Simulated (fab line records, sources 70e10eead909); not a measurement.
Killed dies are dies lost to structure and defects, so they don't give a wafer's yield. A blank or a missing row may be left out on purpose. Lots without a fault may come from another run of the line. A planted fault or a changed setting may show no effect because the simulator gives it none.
fab line records | flow nand_harc
record lots=24 wafers=72 last_day=33
route steps=1302 shown A_STAIRCASE@844 A_SGD_CUT@905 A_SLIT@940
lots that met no fault: from a run of the same line without faults
start_h: hours from the record's first day to the start of the lot's first wafer shown | wait_h: hours since the lot's step before | " the same as in the row above | L1.1+2: a row that stands for several wafers | - no value, or no start given | * or withheld: withheld | < > ~ a bound
route shown NAME@n: a module of which the file shows steps, and the number in the route of the first | usual: mean/standard deviation of fault-free wafers | same: alike in all rows | chamber/n: place in a boat | sites: the reading at each site | _std_site: their standard deviation | _edge_site: outer sites' mean less inner sites' | radius_mm: how far each site lies from the wafer's centre | mask NAME#n: copy n | behind: the tool/chamber that last shaped the wafer | hold: why the lot was held/for how many hours/how that ended | device: the transistor (n, p or np) that didn't switch | end of line: the same wafers' tests at the end of the route | a step without rows: its recipe alone | killed: dies lost to structure and defects at the first sort, not the wafer's yield | map: a wafer's dies, x killed, . not, _ none there
set.NAME: the setting as run; set.NAME@STEP: as run at that earlier step | model.NAME: the simulator's own value behind a step, which no gauge read
steps of the route over a sample of lots; a table a step, a row a wafer
services: from which hour (start_h, from the record's first day; less than 0 if before it) a tool's chamber was out of use, for how many hours, and why
## steps
# step NHARC_A_STAIRCASE_DEP_417
# recipe target_thk_a=600 step_coverage_pct=20 temp_c=400 target_thk_nm=60 flow_sccm=200 rf_w=450 material=Si3N4
# usual heater_power_w=683/81
# columns lot.wafer tool chamber start_h wait_h heater_power_w
L074.2 pecvd-04 0 387.02 - 643
L074.6 " 1 " " 679
L074.4 " 2 " " 792
L076.2 pecvd-03 1 395.79 - 685
L076.3 " 2 " " 627
L076.5 " 0 " " 597
L075.2 pecvd-02 0 397.21 - 556
L075.4 " 1 " " 717
L075.6 " 2 " " 742
L077.3 pecvd-04 1 416.92 - 776
L077.1 " 0 " " 657
L077.4 " 1 " " 752
L078.1 pecvd-03 0 431.10 - 746
L078.6 " 0 " " 741
L078.5 " 1 " " 738
L079.2 pecvd-04 0 432.40 - 683
L079.5 " 1 " " 809
L079.6 " 2 " " 785
L081.1 pecvd-02 1 459.88 - 708
L081.3 " 2 " " 703
L081.6 " 2 " " 686
L080.3 pecvd-03 1 468.09 - 795
L080.2 " 2 " " 569
L080.1 " 0 " " 627
L082.2 pecvd-03 2 478.45 - 565
L082.4 " 2 " " 555
L082.6 " 1 " " 688
L083.2 pecvd-02 1 480.15 - 686
L083.4 " 1 " " 680
L083.5 " 2 " " 770
L084.1 pecvd-04 1 493.40 - 678
L084.3 " 0 " " 601
L084.6 " 2 " " 713
L085.1 pecvd-04 1 494.69 - 662
L085.2 " 0 " " 691
L085.6 " 2 " " 764
L086.4 pecvd-04 0 507.21 - 703
L086.5 " 0 " " 719
L086.6 " 2 " " 773
L088.3 pecvd-02 1 527.82 - 732
L088.1 " 2 " " 700
L088.5 " 1 " " 719
L087.3 pecvd-02 1 541.69 - 667
L087.6 " 1 " " 651
L087.5 " 0 " " 572
L090.1 pecvd-04 2 546.30 - 795
L090.4 " 2 " " 754
L090.6 " 0 " " 720
L089.2 pecvd-02 1 548.98 - 678
L089.6 " 1 " " 660
L089.4 " 2 " " 768
L091.2 pecvd-02 2 559.55 - 704
L091.6 " 1 " " 603
L091.5 " 0 " " 547
L092.1 pecvd-03 1 562.93 - 777
L092.3 " 0 " " 719
L092.5 " 1 " " 770
L093.3 pecvd-03 0 573.80 - 605
L093.4 " 2 " " 580
L093.5 " 0 " " 614
L094.3 pecvd-04 0 590.68 - 706
L094.5 " 0 " " 578
L094.6 " 1 " " 682
L095.1 pecvd-03 0 592.54 - 691
L095.2 " 1 " " 767
L095.6 " 0 " " 707
L097.3 pecvd-03 1 611.12 - 683
L097.4 " 2 " " 551
L097.6 " 0 " " 741
L096.2 pecvd-04 2 613.37 - 802
L096.5 " 1 " " 786
L096.6 " 2 " " 806
# step NHARC_A_STAIRCASE_DEP_151
# recipe target_thk_a=72000 temp_c=400 target_thk_nm=7200 teos_flow_sccm=200 rf_w=500 material=SiO2
# usual heater_power_w=630/89
# columns lot.wafer tool chamber start_h wait_h heater_power_w
L074.2 pecvd-04 2 397.96 0.6 746
L074.4 " 1 " " 652
L074.6 " 2 " " 644
L076.2 pecvd-04 2 410.35 0.4 787
L076.3 " 1 " " 796
L076.5 " 0 " " 546
L075.2 pecvd-03 1 410.54 0.6 701
L075.6 " 2 " " 534
L075.4 " 1 " " 618
L077.3 pecvd-02 2 428.73 0.4 751
L077.1 " 1 " " 717
L077.4 " 0 " " 455
L078.1 pecvd-03 2 441.85 0.4 544
L078.6 " 2 " " 514
L078.5 " 1 " " 615
L079.2 pecvd-02 1 442.04 0.6 708
L079.5 " 2 " " 641
L079.6 " 1 " " 573
L081.3 pecvd-03 2 470.76 0.4 563
L081.1 " 1 " " 759
L081.6 " 1 " " 611
L080.3 pecvd-02 2 479.07 0.6 792
L080.2 " 0 " " 519
L080.1 " 1 " " 737
L082.2 pecvd-04 0 490.88 0.4 692
L082.4 " 0 " " 556
L082.6 " 2 " " 632
L083.2 pecvd-04 1 496.01 0.4 698
L083.4 " 1 " " 618
L083.5 " 0 " " 570
L085.2 pecvd-03 1 504.61 0.7 755
L085.1 " 2 " " 599
L085.6 " 0 " " 593
L084.3 pecvd-04 0 504.62 0.7 689
L084.1 " 2 " " 806
L084.6 " 0 " " 561
L086.6 pecvd-04 1 518.64 0.7 613
L086.5 " 2 " " 641
L086.4 " 0 " " 556
L088.3 pecvd-02 0 538.67 0.4 554
L088.1 " 2 " " 769
L088.5 " 0 " " 453
L087.3 pecvd-04 2 553.77 0.6 763
L087.5 " 0 " " 563
L087.6 " 1 " " 610
L090.1 pecvd-04 2 557.25 0.6 742
L090.4 " 0 " " 568
L090.6 " 2 " " 643
L089.2 pecvd-02 0 557.40 0.7 527
L089.4 " 0 " " 455
L089.6 " 1 " " 587
L091.2 pecvd-02 0 570.51 0.6 527
L091.6 " 2 " " 643
L091.5 " 0 " " 444
L092.3 pecvd-02 0 573.84 0.5 512
L092.1 " 1 " " 720
L092.5 " 1 " " 573
L093.3 pecvd-02 0 586.83 0.5 546
L093.4 " 2 " " 655
L093.5 " 1 " " 579
L094.3 pecvd-02 1 603.52 0.5 679
L094.5 " 1 " " 584
L094.6 " 2 " " 636
L095.2 pecvd-04 0 603.67 0.6 667
L095.1 " 1 " " 689
L095.6 " 2 " " 646
L096.2 pecvd-02 1 622.08 0.5 714
L096.6 " 0 " " 446
L096.5 " 1 " " 566
L097.3 pecvd-03 0 622.08 0.5 621
L097.4 " 2 " " 520
L097.6 " 0 " " 594
# step NHARC_A_STAIRCASE_STRIP_446
# recipe power_w=1500 temp_c=250 chemistry=O2
# usual drypump_motor_current_A=5.7/0.44 heater_power_w=305/33
# columns lot.wafer tool chamber start_h wait_h drypump_motor_current_A heater_power_w rf_hours_counter_h
L074.2 plasma_asher-01 0 428.17 0.0 5.4 290 17
L074.4 " 1 " " 6.3 278 -
L074.6 " 0 " " 5.4 291 -
L076.2 plasma_asher-01 1 441.73 0.0 6.3 279 20
L076.3 " 1 " " 6.3 282 -
L076.5 " 0 " " 5.4 288 -
L075.2 plasma_asher-02 0 441.87 0.0 5.7 348 1
L075.4 " 1 " " 5.0 353 -
L075.6 " 0 " " 5.7 348 -
L077.1 plasma_asher-01 1 459.71 0.3 6.2 270 25
L077.4 " 0 " " 5.4 290 -
L077.3 " 1 " " 6.2 281 -
L079.2 plasma_asher-02 1 470.33 0.0 5.0 346 4
L079.6 " 1 " " 5.0 348 -
L079.5 " 0 " " 5.7 351 -
L078.1 plasma_asher-01 1 470.55 0.1 6.2 276 31
L078.5 " 1 " " 6.2 274 -
L078.6 " 0 " " 5.4 291 -
L081.1 plasma_asher-02 0 506.16 0.0 5.7 337 9
L081.3 " 0 " " 5.8 340 -
L081.6 " 1 " " 5.0 347 -
L080.2 plasma_asher-01 1 517.02 0.4 6.2 268 41
L080.1 " 0 " " 5.4 280 41
L080.3 " 0 " " 5.4 279 -
L083.2 plasma_asher-02 0 524.87 0.1 5.8 346 14
L083.4 " 0 " " 5.7 343 -
L083.5 " 1 " " 5.0 346 -
L082.2 plasma_asher-02 1 525.11 0.2 5.0 352 15
L082.4 " 0 " " 5.7 357 -
L082.6 " 1 " " 5.0 348 -
L085.2 plasma_asher-01 1 538.02 0.0 6.2 268 2
L085.1 " 0 " " 5.4 291 2
L085.6 " 1 " " 6.2 276 -
L084.1 plasma_asher-01 0 538.30 0.2 5.4 282 2
L084.3 " 1 " " 6.2 267 -
L084.6 " 0 " " 5.4 290 -
L086.4 plasma_asher-02 0 550.42 0.2 5.7 347 -
L086.5 " 0 " " 5.7 340 -
L086.6 " 1 " " 5.0 345 -
L088.1 plasma_asher-01 1 572.90 0.0 6.2 272 10
L088.3 " 0 " " 5.4 286 -
L088.5 " 0 " " 5.4 282 -
L090.1 plasma_asher-01 1 582.14 0.1 6.2 273 12
L090.4 " 0 " " 5.4 289 -
L090.6 " 0 " " 5.4 283 -
L087.3 plasma_asher-01 1 583.11 0.1 6.2 272 -
L087.5 " 1 " " 6.2 269 -
L087.6 " 0 " " 5.4 284 -
L089.2 plasma_asher-02 0 590.86 0.0 5.7 344 28
L089.4 " 1 " " 5.0 346 -
L089.6 " 1 " " 5.0 349 -
L092.1 plasma_asher-01 0 601.76 0.1 5.4 291 15
L092.3 " 0 " " 5.4 286 -
L092.5 " 1 " " 6.2 269 -
L091.2 plasma_asher-02 1 602.58 0.0 5.0 357 30
L091.6 " 1 " " 5.0 351 -
L091.5 " 0 " " 5.7 349 -
L093.4 plasma_asher-01 0 619.00 0.6 5.5 283 -
L093.3 " 1 " " 6.2 274 -
L093.5 " 1 " " 6.2 271 -
L095.1 plasma_asher-01 1 632.66 0.0 6.2 270 22
L095.2 " 0 " " 5.4 287 22
L095.6 " 1 " " 6.2 278 -
L094.3 plasma_asher-01 0 633.83 0.2 5.4 289 -
L094.5 " 1 " " 6.2 270 -
L094.6 " 0 " " 5.4 279 -
L097.4 plasma_asher-01 0 653.10 0.1 5.4 289 -
L097.3 " 1 " " 6.2 272 -
L097.6 " 0 " " 5.4 280 -
L096.2 plasma_asher-02 1 653.24 0.1 5.0 347 9
L096.5 " 0 " " 5.7 343 -
L096.6 " 1 " " 5.0 344 -
# step NHARC_A_STAIRCASE_INSPECT_155
# usual raw_defect_count=411/110
# columns lot.wafer tool chamber start_h wait_h raw_defect_count
L074.2 defect_inspect-01 - 430.76 0.1 316
L074.4 " - " " 581
L074.6 " - " " 376
L076.2 defect_inspect-01 - 444.43 0.1 626
L076.3 " - " " 353
L076.5 " - " " 393
L075.2 defect_inspect-01 - 444.57 0.1 382
L075.4 " - " " 403
L075.6 " - " " 484
L077.1 defect_inspect-01 - 462.28 0.1 515
L077.3 " - " " 401
L077.4 " - " " 615
L079.2 defect_inspect-01 - 472.92 0.1 407
L079.5 " - " " 429
L079.6 " - " " 450
L078.1 defect_inspect-02 - 474.16 0.1 348
L078.5 " - " " 347
L078.6 " - " " 269
L081.1 defect_inspect-01 - 508.77 0.1 380
L081.3 " - " " 461
L081.6 " - " " 402
L080.1 defect_inspect-02 - 519.61 0.1 551
L080.2 " - " " 322
L080.3 " - " " 348
L083.2 defect_inspect-01 - 527.51 0.1 418
L083.4 " - " " 664
L083.5 " - " " 363
L082.2 defect_inspect-02 - 527.84 0.1 483
L082.4 " - " " 455
L082.6 " - " " 411
L085.1 defect_inspect-01 - 540.69 0.1 321
L085.2 " - " " 571
L085.6 " - " " 431
L084.1 defect_inspect-01 - 540.88 0.1 300
L084.3 " - " " 241
L084.6 " - " " 288
L086.4 defect_inspect-01 - 552.93 0.1 316
L086.5 " - " " 309
L086.6 " - " " 417
L088.1 defect_inspect-02 - 575.58 0.1 398
L088.3 " - " " 350
L088.5 " - " " 299
L090.1 defect_inspect-01 - 584.68 0.1 324
L090.4 " - " " 556
L090.6 " - " " 434
L087.3 defect_inspect-01 - 585.63 0.1 258
L087.5 " - " " 390
L087.6 " - " " 277
L089.2 defect_inspect-01 - 593.53 0.1 484
L089.4 " - " " 586
L089.6 " - " " 455
L092.1 defect_inspect-01 - 604.88 0.1 435
L092.3 " - " " 328
L092.5 " - " " 393
L091.2 defect_inspect-01 - 605.29 0.1 259
L091.5 " - " " 267
L091.6 " - " " 269
L093.3 defect_inspect-02 - 621.57 0.1 540
L093.4 " - " " 689
L093.5 " - " " 506
L095.1 defect_inspect-02 - 635.25 0.1 532
L095.2 " - " " 618
L095.6 " - " " 600
L094.3 defect_inspect-02 - 636.34 0.1 416
L094.5 " - " " 401
L094.6 " - " " 400
L096.2 defect_inspect-02 - 655.77 0.1 505
L096.5 " - " " 431
L096.6 " - " " 406
L097.3 defect_inspect-01 - 655.78 0.1 252
L097.4 " - " " 246
L097.6 " - " " 341
# step NHARC_A_SGD_CUT_ETCH_58
# recipe target_depth_a=390 over_etch_frac=0.3 time_s=65 ion_energy_ev=80 cf4_flow_sccm=150 ar_flow_sccm=0 rf_w=300 bias_w=100 chemistry=CF4
# usual drypump_motor_current_A=5.8/0.51 oes_product_au=0.999/0.0089 rf_vpp_V=151.7/1.1 showerhead_plenum_p_Torr=1.79/0.063 throttle_valve_pct=13.283/0.0088
# columns lot.wafer tool chamber start_h wait_h drypump_motor_current_A oes_product_au rf_hours_counter_h rf_vpp_V showerhead_plenum_p_Torr throttle_valve_pct
L074.4 rie_diel-01 3 431.83 0.1 6.5 0.991 2 150.4 1.71 13.275
L074.2 " 1 " " 5.2 0.998 2 151.8 1.86 13.278
L074.6 " 3 " " 6.5 0.996 - 150.6 1.71 13.282
L076.3 rie_diel-01 1 445.50 0.1 5.2 1.003 3 153.8 1.86 13.277
L076.2 " 3 " " 6.6 0.996 3 150.7 1.71 13.284
L076.5 " 1 " " 5.2 0.999 - 152.5 1.86 13.278
L075.4 rie_diel-07 0 445.65 0.1 5.5 1.001 13 150.7 1.79 13.284
L075.2 " 1 " " 5.3 1.015 13 150.3 1.66 13.291
L075.6 " 1 " " 5.3 0.998 - 149.2 1.66 13.298
L077.3 rie_diel-07 3 463.34 0.1 5.7 0.999 13 151.7 1.82 13.282
L077.4 " 0 " " 5.5 0.993 14 151.8 1.79 13.288
L077.1 " 1 " " 5.3 1.009 14 150.7 1.66 13.290
L079.2 rie_diel-01 1 473.99 0.1 5.2 1.010 4 153.1 1.86 13.276
L079.5 " 1 " " 5.2 1.016 - 152.9 1.86 13.292
L079.6 " 2 " " 5.9 1.005 - 151.5 1.84 13.306
L078.1 rie_diel-06 2 475.12 0.1 6.6 0.993 9 151.8 1.76 13.274
L078.5 " 3 " " 5.8 0.993 - 152.4 1.83 13.293
L078.6 " 0 " " 5.8 0.997 - 152.1 1.73 13.264
L081.1 rie_diel-01 2 509.70 0.1 5.9 1.011 6 152.8 1.84 13.279
L081.3 " 3 " " 6.5 0.992 5 150.1 1.71 13.283
L081.6 " 2 " " 5.9 1.009 - 153.3 1.84 13.270
L080.3 rie_diel-01 0 520.67 0.1 5.3 0.998 6 151.5 1.76 13.267
L080.1 " 1 " " 5.2 1.008 6 152.3 1.86 13.266
L080.2 " 2 " " 5.9 1.007 7 152.6 1.84 13.282
L083.4 rie_diel-06 2 528.57 0.1 6.6 0.996 2 153.3 1.76 13.286
L083.2 " 0 " " 5.8 1.017 2 150.1 1.73 13.271
L083.5 " 3 " " 5.8 0.993 - 151.7 1.83 13.283
L082.2 rie_diel-01 3 528.90 0.1 6.6 0.978 6 152.9 1.71 13.302
L082.4 " 0 " " 5.2 1.010 6 151.8 1.76 13.288
L082.6 " 2 " " 5.9 1.011 - 151.5 1.84 13.298
L084.1 rie_diel-01 3 541.95 0.1 6.6 0.981 7 151.6 1.71 13.282
L084.3 " 2 " " 6.0 1.003 8 152.5 1.84 13.296
L084.6 " 3 " " 6.5 0.984 - 149.6 1.71 13.292
L085.1 rie_diel-06 0 542.22 0.5 5.8 1.007 3 150.2 1.73 13.273
L085.2 " 3 " " 5.7 0.993 3 151.0 1.83 13.282
L085.6 " 1 " " 5.9 1.008 - 152.1 1.89 13.298
L086.4 rie_diel-01 2 554.00 0.1 6.0 1.005 8 152.7 1.84 13.277
L086.5 " 2 " " 6.0 1.004 - 153.2 1.84 13.279
L086.6 " 3 " " 6.6 0.988 - 151.0 1.71 13.275
L088.3 rie_diel-06 1 576.65 0.1 5.9 1.010 5 153.6 1.89 13.274
L088.1 " 2 " " 6.6 0.986 5 150.9 1.76 13.286
L088.5 " 0 " " 5.8 0.991 - 152.7 1.73 13.294
L090.1 rie_diel-01 1 585.74 0.1 5.2 1.003 1 152.2 1.86 13.279
L090.4 " 3 " " 6.5 0.986 1 149.1 1.71 13.282
L090.6 " 1 " " 5.2 1.010 - 152.3 1.86 13.271
L087.3 rie_diel-06 1 586.70 0.1 5.9 1.006 5 152.7 1.89 13.288
L087.6 " 2 " " 6.6 0.985 - 151.9 1.76 13.280
L087.5 " 3 " " 5.8 0.992 - 151.4 1.83 13.294
L089.4 rie_diel-07 3 594.69 0.1 5.7 1.007 9 152.5 1.81 13.282
L089.2 " 0 " " 5.5 0.995 9 152.0 1.78 13.295
L089.6 " 1 " " 5.3 1.012 - 151.6 1.66 13.281
L092.3 rie_diel-01 0 605.84 0.1 5.2 1.003 1 151.5 1.76 13.286
L092.1 " 1 " " 5.2 1.017 1 152.5 1.86 13.286
L092.5 " 3 " " 6.6 0.992 - 150.7 1.71 13.294
L091.2 rie_diel-06 0 606.35 0.1 5.8 1.001 7 150.7 1.73 13.279
L091.6 " 0 " " 5.8 0.986 - 150.9 1.73 13.272
L091.5 " 1 " " 5.9 1.007 - 153.7 1.89 13.277
L093.3 rie_diel-01 3 622.51 0.1 6.6 0.979 2 151.0 1.71 13.285
L093.4 " 0 " " 5.2 1.009 2 151.1 1.76 13.281
L093.5 " 0 " " 5.2 1.005 - 151.1 1.76 13.292
L095.1 rie_diel-06 1 636.19 0.1 5.9 1.000 8 153.8 1.89 13.271
L095.2 " 0 " " 5.8 1.002 8 150.8 1.73 13.280
L095.6 " 1 " " 5.8 1.003 - 153.0 1.89 13.284
L094.3 rie_diel-07 0 637.41 0.1 5.5 0.987 12 150.7 1.78 13.285
L094.6 " 2 " " 4.8 1.005 - 152.9 1.82 13.279
L094.5 " 3 " " 5.7 1.006 - 152.3 1.81 13.276
L096.2 rie_diel-06 3 656.90 0.1 5.7 0.993 11 151.1 1.83 13.288
L096.5 " 3 " " 5.8 0.992 - 152.1 1.83 13.288
L096.6 " 0 " " 5.8 0.992 - 150.8 1.73 13.287
L097.4 rie_diel-06 1 657.20 0.2 5.9 1.002 9 152.8 1.89 13.266
L097.3 " 0 " " 5.8 1.007 10 150.5 1.73 13.286
L097.6 " 2 " " 6.6 0.981 - 152.0 1.76 13.300
# step NHARC_A_SLIT_ETCH_26
# recipe bias_v=400 source_w=2000 pressure_mtorr=25 time_s=90 ar_flow_sccm=375 c4f8_flow_sccm=41.7 o2_flow_sccm=83.3 target_depth_a=4000 chemistry=C4F8/O2/Ar
# usual drypump_motor_current_A=5.5/0.34 he_backside_leak_sccm=6.3/0.9 showerhead_plenum_p_Torr=3.71/0.12 throttle_valve_pct=27.620/0.0096
# columns lot.wafer tool chamber start_h wait_h drypump_motor_current_A he_backside_leak_sccm rf_hours_counter_h showerhead_plenum_p_Torr throttle_valve_pct
L074.2 har_etch-01 1 453.09 2.5 5.8 7.0 245 3.66 27.628
L074.4 " 0 " " 5.5 6.4 - 3.69 27.632
L074.6 " 0 " " 5.5 6.3 - 3.69 27.619
L075.2 har_etch-01 1 464.13 2.4 5.8 7.0 252 3.66 27.631
L075.4 " 1 " " 5.8 6.9 - 3.66 27.617
L075.6 " 0 " " 5.5 6.2 - 3.68 27.600
L076.2 har_etch-02 0 464.74 3.0 5.6 5.3 45 3.67 27.633
L076.3 " 1 " " 4.9 5.2 - 3.95 27.626
L076.5 " 0 " " 5.6 5.6 - 3.67 27.629
L077.1 har_etch-01 1 479.86 3.0 5.8 7.1 264 3.65 27.608
L077.3 " 1 " " 5.9 7.7 - 3.65 27.620
L077.4 " 0 " " 5.5 6.4 - 3.68 27.615
L078.1 har_etch-01 1 490.57 3.1 5.9 7.4 271 3.65 27.618
L078.5 " 1 " " 5.8 7.7 - 3.65 27.606
L078.6 " 0 " " 5.5 6.1 - 3.67 27.623
L079.2 har_etch-02 0 493.29 2.5 5.6 5.6 64 3.66 27.629
L079.5 " 1 " " 4.9 5.2 - 3.94 27.620
L079.6 " 0 " " 5.6 5.6 - 3.66 27.616
L081.1 har_etch-02 1 526.54 3.0 4.9 5.1 80 3.93 27.602
L081.3 " 1 " " 4.9 5.4 - 3.93 27.636
L081.6 " 1 " " 4.9 5.2 - 3.93 27.606
L080.1 har_etch-02 1 536.83 3.0 4.9 5.4 83 3.93 27.616
L080.2 " 0 " " 5.6 5.8 83 3.65 27.639
L080.3 " 1 " " 4.9 5.3 - 3.93 27.612
L082.2 har_etch-02 1 545.03 3.0 4.9 5.3 87 3.93 27.628
L082.4 " 0 " " 5.6 6.0 - 3.65 27.615
L082.6 " 1 " " 4.9 5.4 - 3.93 27.620
L083.2 har_etch-01 1 545.14 3.0 5.8 7.6 298 3.64 27.622
L083.4 " 0 " " 5.5 6.5 - 3.66 27.635
L083.5 " 1 " " 5.8 7.6 - 3.64 27.612
L085.1 har_etch-01 1 559.20 3.0 5.8 7.7 310 3.63 27.620
L085.2 " 0 " " 5.5 6.3 310 3.65 27.620
L085.6 " 1 " " 5.8 7.6 - 3.63 27.613
L084.1 har_etch-02 1 562.89 2.4 4.9 5.2 102 3.92 27.621
L084.3 " 1 " " 4.9 5.0 - 3.92 27.624
L084.6 " 0 " " 5.6 5.8 - 3.64 27.620
L086.4 har_etch-02 1 570.54 1.3 4.9 5.5 - 3.92 27.614
L086.6 " 0 " " 5.6 5.9 - 3.64 27.620
L086.5 " 1 " " 4.9 5.5 - 3.92 27.604
L088.1 har_etch-02 1 592.98 3.0 4.9 5.6 118 3.91 27.620
L088.3 " 0 " " 5.6 5.6 - 3.63 27.636
L088.5 " 1 " " 4.9 5.1 - 3.91 27.618
L090.1 har_etch-01 1 604.28 3.0 5.8 7.5 333 3.62 27.627
L090.4 " 0 " " 5.5 6.7 - 3.64 27.618
L090.6 " 0 " " 5.5 6.9 - 3.64 27.614
L087.3 har_etch-02 1 604.74 1.9 4.9 5.5 - 3.91 27.634
L087.6 " 1 " " 4.9 5.6 - 3.91 27.629
L087.5 " 0 " " 5.6 9.8 - 3.63 27.606
L089.2 har_etch-01 0 612.28 3.0 5.5 6.9 340 3.63 27.630
L089.4 " 0 " " 5.5 6.9 - 3.63 27.626
L089.6 " 0 " " 5.5 6.7 - 3.63 27.619
L091.2 har_etch-01 0 623.37 3.1 5.5 6.5 348 3.63 27.621
L091.5 " 0 " " 5.5 6.4 - 3.63 27.628
L091.6 " 1 " " 5.8 7.3 - 3.61 27.610
L092.1 har_etch-01 0 627.19 3.0 5.5 6.9 352 3.63 27.617
L092.3 " 1 " " 5.8 7.6 - 3.61 27.629
L092.5 " 1 " " 5.8 7.4 - 3.61 27.608
L093.4 har_etch-02 0 638.85 1.9 5.6 6.1 - 3.62 27.622
L093.3 " 1 " " 4.9 5.3 - 3.90 27.619
L093.5 " 1 " " 4.9 5.2 - 3.90 27.614
L095.1 har_etch-02 0 654.52 3.0 5.6 5.9 152 3.61 27.618
L095.2 " 1 " " 4.9 5.5 152 3.89 27.626
L095.6 " 1 " " 4.9 5.6 - 3.89 27.621
L094.3 har_etch-01 1 654.71 1.3 5.9 7.9 - 3.60 27.648
L094.6 " 0 " " 5.5 6.7 - 3.62 27.626
L094.5 " 1 " " 5.9 7.8 - 3.60 27.627
L096.2 har_etch-02 0 674.29 3.0 5.6 6.6 167 3.61 27.623
L096.6 " 0 " " 5.6 6.6 - 3.61 27.628
L096.5 " 1 " " 4.9 5.3 - 3.88 27.622
L097.3 har_etch-01 1 675.65 1.9 5.8 7.9 - 3.59 27.634
L097.4 " 0 " " 5.5 7.0 - 3.61 27.623
L097.6 " 0 " " 5.5 6.9 - 3.61 27.617
## services
# columns tool chamber start_h hours kind
pecvd-03 - 366.06 13.0 pm
rie_diel-01 0 374.68 7.3 repair
har_etch-02 - 377.00 17.0 pm
rie_diel-01 - 380.80 9.0 pm
rie_diel-06 0 396.53 9.4 repair
pecvd-02 - 408.13 13.0 pm
rie_diel-01 - 412.07 0.2 repair
plasma_asher-01 - 422.72 1.0 repair
plasma_asher-02 - 426.23 9.0 pm
pecvd-04 - 450.44 13.0 pm
pecvd-02 - 481.12 0.6 repair
pecvd-04 1 506.66 11.5 repair
plasma_asher-01 - 519.00 9.0 pm
pecvd-03 - 547.06 13.0 pm
rie_diel-01 - 550.78 0.5 repair
rie_diel-01 - 557.80 9.0 pm
pecvd-04 2 582.05 17.2 repair
rie_diel-01 - 585.80 13.2 repair
pecvd-02 - 589.13 13.0 pm
plasma_asher-01 - 607.42 2.4 repair
pecvd-04 - 631.44 13.0 pm
rie_diel-01 1 641.93 3.9 repair
pecvd-04 - 645.91 0.9 repair
pecvd-04 - 660.24 0.8 repair
## key
fault none
